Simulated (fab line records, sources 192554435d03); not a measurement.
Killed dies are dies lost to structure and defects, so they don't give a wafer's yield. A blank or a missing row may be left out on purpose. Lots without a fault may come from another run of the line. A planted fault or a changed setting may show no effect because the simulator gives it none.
fab line records | flow n5_finfet
record lots=5 wafers=15 last_day=18
route steps=1938 shown BEOL_M3@972 BEOL_M4@1111 PASSIVATION@1936
lots that met no fault: from a run of the same line without faults
start_h: hours from the record's first day to the start of the lot's first wafer shown | wait_h: hours since the lot's step before | " the same as in the row above | L1.1+2: a row that stands for several wafers | - no value, or no start given | * or withheld: withheld | < > ~ a bound
route shown NAME@n: a module of which the file shows steps, and the number in the route of the first | usual: mean/standard deviation of fault-free wafers | same: alike in all rows | chamber/n: place in a boat | sites: the reading at each site | _std_site: their standard deviation | _edge_site: outer sites' mean less inner sites' | radius_mm: how far each site lies from the wafer's centre | mask NAME#n: copy n | behind: the tool/chamber that last shaped the wafer | hold: why the lot was held/for how many hours/how that ended | device: the transistor (n, p or np) that didn't switch | end of line: the same wafers' tests at the end of the route | a step without rows: its recipe alone | killed: dies lost to structure and defects at the first sort, not the wafer's yield | map: a wafer's dies, x killed, . not, _ none there
set.NAME: the setting as run; set.NAME@STEP: as run at that earlier step | model.NAME: the simulator's own value behind a step, which no gauge read
lots at some steps of the route; a table a step, a row a wafer
services: from which hour (start_h, from the record's first day; less than 0 if before it) a tool's chamber was out of use, for how many hours, and why
## steps
# step N5_BEOL_M3_ALD_98
# recipe material=SiO2 target_thk_a=25 temp_c=100 ald_precursor_family=BDEAS ald_co_reactant=O2-plasma pulse_time_s=1 co_reactant_pulse_time_s=1 purge_time_s=2 co_reactant_purge_time_s=2 ald_cycles=17 pressure_torr=2
# step N5_BEOL_M3_ETCHBACK_99
# recipe chemistry=CHF3 target=SiO2 target_depth_a=50 time_s=10.4 source_w=215 bias_w=47 Ar_flow_sccm=200 CHF3_flow_sccm=12 ion_energy_ev=100 pressure_mtorr=30
# step N5_BEOL_M3_ETCH_70
# recipe chemistry=N2/H2 target=SOC target_depth_a=800 overetch_a=160 mask_material=SiARC temp_c=40 time_s=120 ion_energy_ev=200 pressure_mtorr=30 source_w=840 bias_w=150 n2_flow_sccm=200 h2_flow_sccm=200
# step N5_BEOL_M3_STRIP_71
# recipe chemistry=N2/H2 temp_c=40 n2_flow_sccm=200 h2_flow_sccm=200 rf_frequency_hz=6e+07
# step N5_BEOL_M3_STRIP_78
# recipe chemistry=N2/H2 temp_c=40 n2_flow_sccm=200 h2_flow_sccm=200 rf_frequency_hz=6e+07
# step N5_BEOL_M3_VIA_ETCH_34
# recipe chemistry=C4F6/O2 target_depth_a=694 mask_material=SOC pressure_mtorr=15 ion_energy_ev=250 taper_deg=4 time_s=65.9 source_w=350 bias_w=170 Ar_flow_sccm=300 C4F6_flow_sccm=10 O2_flow_sccm=10
# step N5_BEOL_M3_STRIP_83
# recipe chemistry=C4F6/O2 resist=SiARC rf_frequency_hz=6e+07
# step N5_BEOL_M3_STRIP_36
# recipe chemistry=N2/H2 power_w=450 temp_c=40 pressure_mtorr=20 rf_frequency_hz=6e+07 overash_fraction=0.3 bias_power_w=7 h2_frac=0.5 n2_flow_sccm=200 h2_flow_sccm=200
# step N5_BEOL_M3_TRENCH_ETCH_37
# recipe chemistry=C4F6/O2 target_depth_a=555.55 target=SiOC time_s=29.2 ion_energy_ev=250 pressure_mtorr=30 source_w=355 bias_w=185 Ar_flow_sccm=300 C4F6_flow_sccm=10 O2_flow_sccm=10
# step N5_BEOL_M3_ETCH_41
# recipe chemistry=CH3F/O2 target=SiCN target_depth_a=299 taper_deg=2 time_s=52.5 ion_energy_ev=120 mask_material=TiN pressure_mtorr=30 source_w=395 bias_w=75 Ar_flow_sccm=150 CH3F_flow_sccm=30 O2_flow_sccm=20
# step N5_BEOL_M3_STRIP_97
# recipe chemistry=N2/H2 time_s=10 power_w=450 temp_c=40 pressure_mtorr=20 rf_frequency_hz=6e+07 bias_power_w=7 n2_flow_sccm=200 h2_flow_sccm=200
# step N5_BEOL_M3_HM_STRIP_39
# recipe chemistry=peroxide_tin_strip material=TiN target_depth_a=250 temp_c=50 time_s=158
# usual bath_guard_temp_C=49.9/0.61 bath_heat_duty_pct=7.1/0.99 temp_c=49.99/0.12 time_s=158/0
# columns lot.wafer tool chamber start_h wait_h bath_guard_temp_C bath_heat_duty_pct temp_c time_s model.TiN_of_BEOL_M3_HM_DEP_02.thk_nm
L663.1 wet_bench-02 7 169.74 0.0 49.6 7.8 49.86 158 0
L663.2 " 4 " " 50.3 6.5 49.90 158 0
L663.4 " 1 " " 49.1 8.1 50.35 158 0
L673.4 wet_bench-02 5 230.78 0.0 - - - - 18
L673.5 " 3 " " - - - - 18
L673.6 " 2 " " - - - - 17.8
L674.2 wet_bench-02 5 233.83 0.0 - - - - 18.2
L674.3 " 2 " " - - - - 17.8
L674.6 " 1 " " - - - - 17.8
L675.2 wet_bench-05 6 245.87 0.0 - - - - 17.2
L675.4 " 0 " " - - - - 17.6
L675.5 " 2 " " - - - - 17.4
L681.1 wet_bench-05 2 295.47 0.0 48.8 7.6 49.89 158 0
L681.2 " 5 " " 49.6 6.3 49.94 158 0
L681.6 " 1 " " 50.6 7.4 50.06 158 0
# step N5_BEOL_M3_SRD_40
# recipe time_s=30 temp_c=23 rinse_liquid=diw dry=ipa_marangoni
# step N5_BEOL_M3_PRECLEAN_42
# recipe chemistry=residue_remover time_s=60 temp_c=40
# usual temp_c=39.99/0.11
# same time_s=60
# columns lot.wafer tool chamber start_h wait_h temp_c model.TiN_of_BEOL_M3_HM_DEP_02.thk_nm
L663.1 wet_bench-02 7 169.81 0.0 40.06 0
L663.2 " 4 " " 40.03 0
L663.4 " 1 " " 39.92 0
L673.4 wet_bench-02 5 230.85 0.0 39.67 7
L673.5 " 3 " " 39.89 7
L673.6 " 2 " " 40.02 6.8
L674.2 wet_bench-02 5 233.90 0.0 40.04 7.2
L674.3 " 2 " " 39.91 6.8
L674.6 " 1 " " 39.97 6.8
L675.2 wet_bench-05 6 245.94 0.0 40.06 6.2
L675.4 " 0 " " 39.93 6.6
L675.5 " 2 " " 39.87 6.4
L681.1 wet_bench-05 2 295.54 0.0 40.08 0
L681.2 " 5 " " 40.12 0
L681.6 " 1 " " 40.01 0
# step N5_BEOL_M3_SRD_43
# recipe time_s=30 temp_c=23 rinse_liquid=diw dry=ipa_marangoni
# step N5_BEOL_M3_DEGAS_44
# recipe ambient=vacuum temp_c=250 time_s=60
# step N5_BEOL_M3_PRE_CLEAN_45
# recipe gas=H2/He time_s=30 temp_c=250
# step N5_BEOL_M3_ALD_84
# recipe material=TaN target_thk_a=* temp_c=275 ald_precursor_family=PDMAT ald_co_reactant=NH3 pressure_torr=3 carrier_flow_sccm=1500 pulse_time_s=2 purge_time_s=3 co_reactant_purge_time_s=2 co_reactant_pulse_time_s=3 ald_cycles=30 precursor_vessel_temp_c=75 precursor_vessel_pressure_torr=26.25 precursor_vessel_carrier_sccm=1000
# step N5_BEOL_M3_SURFACE_TREAT_85
# recipe gas=Ar time_s=* ion_energy_ev=* ion_current_ma_cm2=0.5 pressure_mtorr=* ar_flow_sccm=30
# step N5_BEOL_M3_CVD_47
# recipe material=Co target_thk_a=30 temp_c=withheld precursor=CCTBA/H2 pressure_torr=30 time_s=223.8
# step N5_BEOL_M3_SPUTTER_48
# recipe material=Cu target_thk_a=45 temp_c=-20 chamber_pressure_pa=0.07 power_w=withheld time_s=8.29
# step N5_BEOL_M3_ANNEAL_49
# recipe temp_c=400 time_s=240 ambient=vacuum
# step N5_BEOL_M3_SPUTTER_79
# recipe material=Cu target_thk_a=45 temp_c=-20 chamber_pressure_pa=0.07 power_w=withheld time_s=8.29
# step N5_BEOL_M3_ANNEAL_80
# recipe temp_c=400 time_s=240 ambient=vacuum
# step N5_BEOL_M3_SPUTTER_81
# recipe material=Cu target_thk_a=45 temp_c=-20 chamber_pressure_pa=0.07 power_w=withheld time_s=8.29
# step N5_BEOL_M3_ANNEAL_82
# recipe temp_c=400 time_s=240 ambient=vacuum
# step N5_BEOL_M3_SPUTTER_86
# recipe material=Cu target_thk_a=45 temp_c=-20 chamber_pressure_pa=0.07 power_w=withheld time_s=8.29
# step N5_BEOL_M3_ANNEAL_87
# recipe temp_c=400 time_s=240 ambient=vacuum
# step N5_BEOL_M3_SPUTTER_88
# recipe material=Cu target_thk_a=45 temp_c=-20 chamber_pressure_pa=0.07 power_w=withheld time_s=8.29
# step N5_BEOL_M3_ANNEAL_89
# recipe temp_c=400 time_s=240 ambient=vacuum
# step N5_BEOL_M3_SPUTTER_90
# recipe material=Cu target_thk_a=45 temp_c=-20 chamber_pressure_pa=0.07 power_w=withheld time_s=8.29
# step N5_BEOL_M3_ANNEAL_91
# recipe temp_c=400 time_s=240 ambient=vacuum
# step N5_BEOL_M3_SPUTTER_92
# recipe material=Cu target_thk_a=45 temp_c=-20 chamber_pressure_pa=0.07 power_w=withheld time_s=8.29
# step N5_BEOL_M3_ANNEAL_93
# recipe temp_c=400 time_s=240 ambient=vacuum
# step N5_BEOL_M3_SPUTTER_94
# recipe material=Cu target_thk_a=45 temp_c=-20 chamber_pressure_pa=0.07 power_w=withheld time_s=8.29
# step N5_BEOL_M3_ANNEAL_95
# recipe temp_c=400 time_s=240 ambient=vacuum
# step N5_BEOL_M3_SPUTTER_96
# recipe material=Cu target_thk_a=45 temp_c=-20 chamber_pressure_pa=0.07 power_w=withheld time_s=8.29
# step N5_BEOL_M3_ECD_50
# recipe material=Cu target_thk_a=3000
# step N5_BEOL_M3_ANNEAL_51
# recipe temp_c=225 time_s=90 ambient=N2
# step N5_BEOL_M3_CMP_52
# recipe stop_on=SiOC t_overpolish_s=6.8 down_force_psi=1 platen_rpm=50 clearing_platen_down_force_psi=1.5 clearing_platen_rpm=50 post_cmp_clean=cu_alkaline target_thk_nm=40 clearing_platen_pad_velocity_m_s=0.99484 pad_velocity_m_s=0.99484
# usual barrier_field_endpoint_s=24.8/0.66 motor_current_A=6.3/0.56
# columns lot.wafer tool chamber start_h wait_h barrier_field_endpoint_s motor_current_A
L663.2 cmp-01 0 174.86 0.3 24.1 6.0
L663.1 " 1 " " 24.2 6.5
L663.4 " 3 " " 24.1 6.3
L673.4 cmp-02 1 234.53 0.2 33.9 6.2
L673.5 " 2 " " 32.2 6.5
L673.6 " 3 " " 34.1 6.4
L674.3 cmp-02 2 237.57 0.3 32.1 6.7
L674.2 " 1 " " 32.8 6.2
L674.6 " 2 " " 32.5 6.7
L675.2 cmp-03 0 249.37 0.2 32.5 5.9
L675.4 " 1 " " 33.6 7.2
L675.5 " 1 " " 33.5 7.4
L681.1 cmp-01 2 298.87 0.5 24.9 5.8
L681.2 " 3 " " 24.7 6.1
L681.6 " 2 " " 25.2 5.6
# step N5_BEOL_M4_RC_MEAS_101
# usual DIBL_N=36.0/2 DIBL_P=36.2/2.2 IOFF_N=0.16/0.034 IOFF_P=0.21/0.04 ION_N=675/12 ION_P=463/7.2 RS_SD_P=66.1/1.1 SS_N=71.6/0.6 SS_P=73.3/0.67 VT_N=250/3 VT_P=-251/3.4
# columns lot.wafer tool chamber start_h wait_h DIBL_N[mV/V] DIBL_P[mV/V] IOFF_N[nA/um] IOFF_P[nA/um] ION_N[uA/um] ION_P[uA/um] RS_SD_P[ohm/sq] SS_N[mV/dec] SS_P[mV/dec] VT_N[mV] VT_P[mV]
L663.1 prober-02 0 188.48 0.0 37.3 39.8 0.17 0.23 673 459 66.7 72.2 74.6 248 -251
L663.2 " 0 " " 32.4 33.9 0.11 0.15 654 451 67.2 70.4 72.4 255 -255
L663.4 " 0 " " 35.2 36.3 0.13 0.17 666 455 65.1 71.1 73.4 255 -253
L673.4 prober-01 0 245.66 0.5 34.3 36.5 0.15 0.23 709 497 66.3 70.6 73.3 249 -244
L673.5 " 0 " " 34.5 36.2 0.16 0.22 719 494 64.9 70.6 73.1 249 -249
L673.6 " 0 " " 35.0 37.2 0.17 0.24 721 503 66.3 71.3 73.5 248 -249
L674.2 prober-01 0 249.96 0.2 35.7 37.9 0.18 0.24 717 489 66.0 71.8 73.1 246 -248
L674.3 " 0 " " 35.1 36.7 0.16 0.23 711 495 65.0 70.8 72.6 249 -248
L674.6 " 0 " " 34.7 36.6 0.17 0.23 715 495 65.1 71.3 73.4 246 -246
L675.2 prober-02 0 269.01 0.2 33.2 33.3 0.11 0.19 672 475 58.0 71.9 72.3 255 -250
L675.4 " 0 " " 33.6 34.0 0.11 0.19 659 469 58.1 70.6 72.9 254 -248
L675.5 " 0 " " 34.7 34.8 0.13 0.20 663 468 57.8 71.6 73.6 253 -252
L681.1 prober-02 0 308.93 0.0 38.3 37.7 0.18 0.22 672 460 66.2 71.9 73.9 252 -249
L681.2 " 0 " " 36.7 36.8 0.16 0.21 687 472 66.7 72.0 73.7 250 -248
L681.6 " 0 " " 37.5 37.7 0.17 0.23 670 466 67.6 72.0 74.0 253 -251
# step N5_PASSIVATION_PROBE_49
# usual defect_limited_yield=91.5/1.5 killed_at_M0_to_M3=33/10 killed_at_M4_up=15/6.4 killed_at_contacts=12/5.4 killed_at_front_end=38/9.8 killed_at_other=4/3.1 killed_dies=101/18 killed_open=67/14 killed_short=33/7.9 sort_bin_5_function=5.0/1 sort_bin_6_memory=3.2/0.67 sort_n_pass=1079/18 sort_yield_pct=91.5/1.5
# same gross_dies=1180 killed_at_back_side=0 sort_bin_4_leakage[%]=0 sort_bin_8_speed[%]=0
# columns lot.wafer tool chamber start_h wait_h defect_limited_yield[%] killed_at_M0_to_M3 killed_at_M4_up killed_at_contacts killed_at_front_end killed_at_other killed_dies killed_open killed_short sort_bin_5_function[%] sort_bin_6_memory[%] sort_n_pass sort_yield_pct[%]
L674.2 prober-01 - 388.37 0.1 89.2 84 8 8 24 3 127 48 25 7.0 3.4 1053 89.2
L674.3 prober-01 - 388.42 0.1 91.4 56 9 4 29 4 102 53 15 5.5 2.9 1078 91.4
L674.6 prober-01 - 388.57 0.3 90.3 63 15 14 22 1 115 54 28 5.8 3.6 1065 90.3
L675.2 prober-02 - 389.02 0.1 89.9 49 14 13 38 5 119 62 36 5.6 4.2 1061 89.9
L675.4 prober-02 - 389.12 0.2 88.3 83 19 5 30 1 138 70 31 7.5 3.9 1042 88.3
L675.5 prober-02 - 389.17 0.2 85.3 86 30 8 48 1 173 94 47 9.6 4.7 1007 85.3
L673.4 prober-01 - 390.45 0.2 89.5 56 11 16 39 2 124 58 27 6.4 4.1 1056 89.5
L673.5 prober-01 - 390.50 0.2 89.4 62 18 13 31 1 125 52 32 6.2 4.2 1055 89.4
L673.6 prober-01 - 390.55 0.3 87.9 77 13 15 34 4 143 80 27 7.5 4.5 1037 87.9
# killed by level:class
L674.2 BEOL_M3:interface_void_opened=52 BEOL_M3:geometric_particle:open=10 STI_FIN_REVEAL:geometric_particle:open=7 BEOL_M2:geometric_particle:open=7 FIN_SAQP:geometric_particle:short=5 MOL_CONTACT_COAG:geometric_particle:open=5 BEOL_M0_SAQP:geometric_particle:short=4 MOL_CONTACT_COAG:geometric_particle:short=3
L674.3 BEOL_M3:interface_void_opened=31 BEOL_M0_SAQP:geometric_particle:open=8 BEOL_M3:geometric_particle:open=7 FIN_SAQP:geometric_particle:short=6 FIN_SAQP:geometric_particle:open=5 ILD0:geometric_particle:open=5 MOL_CONTACT_COAG:geometric_particle:open=4 BEOL_M2:geometric_particle:open=4
L674.6 BEOL_M3:interface_void_opened=33 MOL_CONTACT_COAG:geometric_particle:open=12 BEOL_M4:geometric_particle:open=11 BEOL_M3:geometric_particle:open=7 BEOL_M0_SAQP:geometric_particle:short=6 GATE_CUT:geometric_particle:short=5 BEOL_M0_SAQP:geometric_particle:open=5 ILD0:geometric_particle:open=4
L675.2 BEOL_M3:interface_void_opened=20 MOL_CONTACT_COAG:geometric_particle:open=10 BEOL_M0_SAQP:geometric_particle:open=9 STI_FIN_REVEAL:geometric_particle:open=8 BEOL_M4:geometric_particle:open=8 BEOL_M3:geometric_particle:open=7 GATE_CUT:geometric_particle:short=5 BEOL_M4:geometric_particle:short=5
L675.4 BEOL_M3:interface_void_opened=37 BEOL_M2:geometric_particle:open=12 BEOL_M4:geometric_particle:open=12 BEOL_M0_SAQP:geometric_particle:short=11 BEOL_M3:geometric_particle:open=7 BEOL_M0_SAQP:geometric_particle:open=7 FIN_SAQP:geometric_particle:short=6 FIN_SAQP:geometric_particle:open=5
L675.5 BEOL_M3:interface_void_opened=31 BEOL_M3:geometric_particle:open=14 FIN_SAQP:geometric_particle:open=13 FIN_SAQP:geometric_particle:short=13 BEOL_M4:geometric_particle:open=13 BEOL_M2:geometric_particle:open=12 BEOL_M0_SAQP:geometric_particle:short=9 MOL_CONTACT_COAG:geometric_particle:open=7
L673.4 BEOL_M3:interface_void_opened=39 MOL_CONTACT_COAG:geometric_particle:open=13 FIN_SAQP:geometric_particle:short=11 STI_FIN_REVEAL:geometric_particle:open=8 BEOL_M0_SAQP:geometric_particle:open=8 FIN_SAQP:geometric_particle:open=6 DUMMY_GATE:geometric_particle:open=6 BEOL_M4:geometric_particle:open=5
L673.5 BEOL_M3:interface_void_opened=40 MOL_CONTACT_COAG:geometric_particle:open=9 FIN_SAQP:geometric_particle:short=6 STI_FIN_REVEAL:geometric_particle:open=6 BEOL_M0_SAQP:geometric_particle:short=5 FIN_SAQP:geometric_particle:open=4 MOL_CONTACT_COAG:geometric_particle:short=4 BEOL_M1:geometric_particle:open=4
L673.6 BEOL_M3:interface_void_opened=35 MOL_CONTACT_COAG:geometric_particle:open=15 BEOL_M0_SAQP:geometric_particle:open=15 BEOL_M3:geometric_particle:open=8 BEOL_M0_SAQP:geometric_particle:short=6 STI_FIN_REVEAL:geometric_particle:open=5 DUMMY_GATE:geometric_particle:open=5 ILD0:geometric_particle:open=5
# map L673.6 (x killed, . not)
_________________..x.......x.________________
______________...............x.._____________
___________..........x.........xx..__________
__________..............x..........._________
________.....x...x................xx.._______
_______................................______
______.......x.....x....x..x......x...x._____
_____..............x.x..............x....____
____....x....x.................x......x..x___
___.x.......x.....................x...x....__
___.....x.........x.........x.....x.......x__
__.xx...x.x............................x...._
__.....x...................x................_
_.....xx..................xx...xx..x...x.....
_.....x...........x..x.....x.......x.x.x.....
_............x...x.x..xx..........x.....x....
_.x.x...x.x...........x.x.......x.........x.x
_..........x.......x.......................x.
_x...x..x..x......xx.....xx..............x...
_..........................................xx
_x...........x.x...........x...x.......x.....
__.........x...x....................x.....xx_
__....x..x.x.........x..x.........x.x......x_
___.......xx......................x........__
___.x...........................xx.......x.__
____.x......x..........x.........x.x...x..___
_____..........xxx........x.x..........x.____
______..................xx.......x......_____
_______....x......x..............x..x..______
________..x......x..........x........._______
__________...x..........x..........._________
___________x.................x...x.__________
______________.x...............x_____________
_________________........xx..________________
# map L674.2 (x killed, . not)
_________________x..x..x.....________________
______________..x..............._____________
___________....x..........x.x......__________
__________.........................._________
________.........x.....xx............._______
_______.........x........x.............______
______.......x......x.............x....x_____
_____......x................x...xx.......____
____....x.x.................x.............___
___......x.x..............x................__
___..xx..x.........................x......x__
__...x...x.................................._
__.....................x.x......x.x........x_
_........x...................................
_.x......x...............x........x....x.x...
_..x.....x..x................................
_x.......x....................x.x.........x..
_......x............xx.x...........x.x.......
_..........x.....x.....x........x.........x..
_x..x.......x...........x.x..............x..x
_...x.....x.x......x....x...x.xx...........x.
__..........x..............................._
__..x.x.....................x....x.......x.._
___........x.x........x............x.......__
___.x..x.x.xx..x.........x....x..x.........__
____..x.........x.x.....x..x..x...........___
_____...x.......................x.x......____
______.....................x..x..x......_____
_______..x...............x..x..........______
________x......x...................xx._______
__________.......x.x................_________
___________....x........x.x........__________
______________.........x....x..._____________
_________________.x.....x....________________
## services
# columns tool chamber start_h hours kind
cmp-01 - 192.95 5.0 pm
cmp-02 - 197.13 4.0 pm
cmp-02 - 201.13 - consumable_replace:conditioner
cmp-02 - 201.13 - consumable_replace:pad
cmp-03 - 201.61 1.2 repair
wet_bench-05 - 203.59 1.9 pm
cmp-03 - 206.51 0.8 repair
cmp-01 - 208.40 13.1 pm
cmp-02 - 216.47 0.3 repair
wet_bench-02 - 221.40 4.7 repair
cmp-01 - 228.56 6.6 pm
cmp-03 - 240.67 1.8 repair
wet_bench-02 - 245.90 2.4 repair
cmp-01 - 263.20 0.5 repair
cmp-01 - 295.25 2.0 repair
cmp-02 - 296.23 6.5 repair
wet_bench-05 - 298.90 3.9 repair
## key
first_sign step=N5_BEOL_M3_HM_STRIP_39 reading=tool_record direction=missing
effect step=N5_BEOL_M3_CMP_52 reading=barrier_field_endpoint_s direction=up sigmas=13 usual=24.8 struck=33.0
effect step=N5_BEOL_M4_RC_MEAS_101 reading=ION_P direction=up sigmas=3.4 usual=463 struck=487 wafers_moved=6
effect step=N5_BEOL_M4_RC_MEAS_101 reading=RS_SD_P direction=down sigmas=2.9 usual=66.1 struck=63.0 wafers_moved=3
effect step=N5_BEOL_M4_RC_MEAS_101 reading=ION_N direction=up sigmas=1.9 usual=675 struck=699 wafers_moved=6
effect step=N5_PASSIVATION_PROBE_49 reading=killed_at_M0_to_M3 direction=up sigmas=3.5 usual=33 struck=68 wafers_moved=8
model_effect step=N5_BEOL_M3_HM_STRIP_39 value=TiN_of_BEOL_M3_HM_DEP_02.thk_nm without=0 struck=17.76
model_effect step=N5_BEOL_M3_PRECLEAN_42 value=TiN_of_BEOL_M3_HM_DEP_02.thk_nm without=0 struck=6.756
met_at N5_BEOL_M3_HM_STRIP_39
struck_wafers L673.4,L673.5,L673.6,L674.2,L674.3,L674.6,L675.2,L675.4,L675.5
onset_between 169.74 230.78
earlier_fault kind=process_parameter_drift tool=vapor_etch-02 chamber=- onset_h=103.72 steps=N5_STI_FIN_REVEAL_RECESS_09 channel=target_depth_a offset=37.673 shape=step acts_in=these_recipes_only stated=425
earlier_fault kind=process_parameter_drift tool=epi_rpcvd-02 chamber=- onset_h=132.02 steps=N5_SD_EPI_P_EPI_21 channel=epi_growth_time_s offset=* shape=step acts_in=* stated=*
fault kind=skipped_step_whole tool=wet_bench-02,wet_bench-05 chamber=- onset_h=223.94 steps=N5_BEOL_M3_HM_STRIP_39 scope=struck_lots_only
